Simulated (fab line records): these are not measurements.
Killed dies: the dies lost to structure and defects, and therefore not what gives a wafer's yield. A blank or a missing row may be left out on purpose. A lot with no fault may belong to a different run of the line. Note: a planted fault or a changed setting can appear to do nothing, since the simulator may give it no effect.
A lot that was struck, set against a sound lot    flow nand-harc    15 out of 1302 route steps
Sound: the wafers L712.1, L712.2, L712.6. Wafers struck: L721.3, L721.4, L721.6. The cause comes at the end.
At each step with rows: each side's tool, then ch and its chambers, then its first start. Under that, the readings that differ: sound wafers    struck wafers    difference of the means    sigmas: that difference in standard deviations of wafers without a fault.
alike: words and numbers the same on both sides, and readings whose means are apart by under 2 such deviations; not compared: readings that were withheld, readings missing a value for some wafer, numbers with overlapping values and no deviation given by the record, and bounds like >300 which may hide the same value.
A row with sigmas, a row that says differs or no value, or rows on one side alone: a step with any of these is where the two part. Numbers that don't overlap but have no deviation are shown without sigmas and don't part them. A reading that every wafer of one side lacks parts them only if that side has two wafers or more.

first, 7 steps without rows for these wafers: NHARC_P_GATE_HMDS_19 (time 30 s); NHARC_P_GATE_COAT_20 (resist thk 90 nm); NHARC_P_GATE_SOFTBAKE_21 (time 55 s); NHARC_P_GATE_EBR_22; NHARC_P_GATE_EXPOSE_23 (exposes mask P GATE, target cd 120 nm); NHARC_P_GATE_PEB_24 (peb time 65 s); NHARC_P_GATE_DEVELOP_25 (develop time 35 s).
NHARC_P_GATE_CD_MEAS_26: target cd 120 nm.
  sound on cd-sem-02 ch 0, day 9 07:14; struck on cd-sem-01 ch 0, day 12 18:11
  alike: cd-nm
NHARC_P_GATE_OVL_MEAS_27:
  sound: overlay-01 at day 9 07:20; struck: overlay-02 at day 12 18:16
  alike: overlay-x-nm, overlay-y-nm
NHARC_P_GATE_INSPECT_28:
  sound: defect-inspect-01 at day 9 07:22; struck: defect-inspect-02 at day 12 18:18
  alike: raw-defect-count
NHARC_P_GATE_DESCUM_31: chemistry O2, time 3 s.
  sound on rie-diel-11 ch 0,1,2, day 9 07:26; struck on rie-diel-09 ch 0,2,3, day 12 18:22
reading       sound           struck          difference  sigmas
rf-vpp-V (V)  60.6 57.6 58.9  58.4 55.9 56.5  -2.1        -2
  alike: drypump-motor-current-A, oes-product-au, showerhead-plenum-p-Torr, throttle-valve-pct
  not compared: rf-hours-counter-h
NHARC_P_GATE_ETCH_104: etches the open film in CF4/CHF3, target depth 60 nm.
  sound on rie-diel-11 ch 1,3, day 9 07:31; struck on rie-diel-09 ch 1,2, day 12 18:26
  alike: bias-w, drypump-motor-current-A, oes-product-au, rf-vpp-V, showerhead-plenum-p-Torr, throttle-valve-pct
NHARC_P_GATE_HM_OPEN_105: chemistry O2/COS, target depth 360 nm.
  sound on rie-diel-11 ch 0,2,3, day 9 07:00; struck on rie-diel-09 ch 1,2, day 12 18:00
  no value came back on the struck wafers for any of 7 readings (bias-w (W), chamber-pressure-mTorr (mTorr) and others); on the sound wafers bias-w (W) reads 299.9 300.5 300.4
  not compared: rf-hours-counter-h
then, 1 step without rows for these wafers: NHARC_P_GATE_STRIP_106 (strips in O2/COS).
-- jump in the record: it breaks off in module P_GATE and resumes in module END (first step shown: number 1302 of the route), and 20 days separate the struck wafers' starts before and after --
NHARC_END_SORT_01:
  sound on prober-01 ch 0, day 29 12:37; struck on prober-01 ch 0, day 32 19:14
reading              sound     struck                                                                difference                    sigmas
hold                 - - -     await-dispo/4.0h/scrap await-dispo/4.0h/scrap await-dispo/4.0h/scrap  no value on the sound wafers  
killed-at-periphery  4 3 1     620 615 619                                                           +615                          +99 or more
killed-dies          64 57 75  677 677 677                                                           +612                          +34
killed-open          1 5 2     9 7 8                                                                 +5                            +3
  alike: killed-at-array, killed-at-other, killed-short

## WHERE THEY PART
Last at NHARC_END_SORT_01 as far as this record goes, first at NHARC_P_GATE_DESCUM_31.

WHY: what had been put in by the simulator
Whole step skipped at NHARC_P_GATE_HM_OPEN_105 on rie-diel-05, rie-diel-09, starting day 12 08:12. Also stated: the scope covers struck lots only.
